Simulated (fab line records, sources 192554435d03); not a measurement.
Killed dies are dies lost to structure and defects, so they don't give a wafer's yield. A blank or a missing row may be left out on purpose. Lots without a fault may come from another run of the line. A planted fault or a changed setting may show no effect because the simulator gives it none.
Chamber matching | flow n5_finfet | N5_FIN_SAQP_ETCH_52 on rie_diel-03: 4 sister chambers
The step etches SOC in N2/H2, target depth 100 nm, overetch 20 nm, time 150 s. 14 wafers are shown with their chamber, then 7 later ones without.

WAFERS WITH THEIR CHAMBER
wafer  | chamber | showerhead_plenum_p_Torr (Torr) | throttle_valve_pct (%) | oes_product_au (a.u.)
L078.1 | 1       | 2.61                            | 17.65                  | 0.63
L078.4 | 3       | 2.59                            | 17.97                  | 0.75
L078.5 | 3       | 2.59                            | 17.97                  | 0.74
L084.2 | 1       | 2.61                            | 17.64                  | 0.61
L084.5 | 0       | 2.45                            | 17.92                  | 0.66
L084.6 | 1       | 2.61                            | 17.68                  | 0.62
L085.2 | 1       | 2.61                            | 17.66                  | 0.62
L085.3 | 3       | 2.59                            | 17.99                  | 0.73
L085.5 | 2       | 2.41                            | 18.04                  | 0.64
L087.3 | 2       | 2.41                            | 18.06                  | 0.64
L087.4 | 0       | 2.45                            | 17.92                  | 0.65
L087.5 | 1       | 2.60                            | 17.68                  | 0.62
L089.1 | 2       | 2.41                            | 18.05                  | 0.64
L089.3 | 3       | 2.58                            | 18.01                  | 0.72

SIGNATURES (means of the wafers above)
reading                  | chamber 0 | chamber 1 | chamber 2 | chamber 3 | scatter within a chamber
showerhead_plenum_p_Torr | 2.4500    | 2.6080    | 2.4100    | 2.5875    | 0.00394
throttle_valve_pct       | 17.9200   | 17.6620   | 18.0500   | 17.9850   | 0.0161
oes_product_au           | 0.6550    | 0.6200    | 0.6400    | 0.7350    | 0.00866
Rule: a wafer's distance from a chamber is the root of the sum, over the readings, of the square of ((its reading less the chamber's mean) divided by the reading's scatter). The wafer belongs to the nearest chamber; if the next one is less than 2 further off, it can't be placed. The scatter: the root of (the sum of the squares of (reading less its chamber's mean) over the shown wafers, divided by (wafers less chambers)).

WAFERS WITHOUT THEIR CHAMBER
wafer  | showerhead_plenum_p_Torr (Torr) | throttle_valve_pct (%) | oes_product_au (a.u.)
L089.5 | 2.41                            | 18.06                  | 0.63
L091.1 | 2.60                            | 17.25                  | 0.89
L091.4 | 2.58                            | 18.04                  | 0.72
L091.5 | 2.45                            | 17.95                  | 0.65
L093.2 | 2.58                            | 18.04                  | 0.72
L093.3 | 2.60                            | 17.26                  | 0.85
L093.6 | 2.58                            | 18.04                  | 0.72

WHICH CHAMBER EACH WENT THROUGH
wafer  | from the rows above | in truth
L089.5 | 2                   | 2
L091.1 | 1                   | 1
L091.4 | 3                   | 3
L091.5 | 0                   | 0
L093.2 | 3                   | 3
L093.3 | 1                   | 1
L093.6 | 3                   | 3
Placed correctly: 7 of 7. Can't be placed from these rows: 0. Placed wrongly: 0.
